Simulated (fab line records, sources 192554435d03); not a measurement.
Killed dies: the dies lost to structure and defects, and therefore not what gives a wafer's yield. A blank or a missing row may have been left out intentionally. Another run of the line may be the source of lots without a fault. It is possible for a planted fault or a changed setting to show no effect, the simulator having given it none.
Chamber matching -- flow n5_finfet -- N5_BEOL_M4_ALD_98 on ald_sin-02 has 4 sister chambers
The step deposits SiO2, target thk 2.5 nm, pulse time 1 s, co reactant pulse time 1 s. 4 wafers are shown with their chamber, then 9 later ones without.

WAFERS PAIRED WITH THEIR CHAMBERS
wafer,chamber,heater_power_w (W)
L084.6,0,78
L085.2,1,72
L085.3,3,94
L085.4,2,78

WAFERS MISSING THEIR CHAMBER
wafer,heater_power_w (W)
L090.2,77
L090.3,72
L090.4,79
L093.1,75
L093.2,71
L093.5,80
L092.2,81
L092.4,79
L092.6,73

WHICH CHAMBER EACH WENT THROUGH
wafer,from the rows above,in truth
L090.2,can't be placed: 0 or 2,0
L090.3,1,1
L090.4,can't be placed: 0 or 2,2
L093.1,can't be placed: 0 or 1 or 2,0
L093.2,1,1
L093.5,can't be placed: 0 or 2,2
L092.2,can't be placed: 0 or 2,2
L092.4,can't be placed: 0 or 2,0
L092.6,1,1
3 of 9 placed correctly. Can't be placed from these rows: 6 (the true chamber is among the candidates in 6). Wrongly placed: 0.
How it was worked out, from the rows above alone: a wafer's distance from a chamber is the root of the sum, over the readings, of the square of ((its reading less the chamber's mean) divided by the reading's scatter). The wafer belongs to the nearest chamber; if the next one is less than 2 further off, it can't be placed. Each chamber's mean is taken over the wafers shown for it. The scatter: root of mean squared gap, hidden wafer to nearest shown wafer, with one shown wafer a chamber.
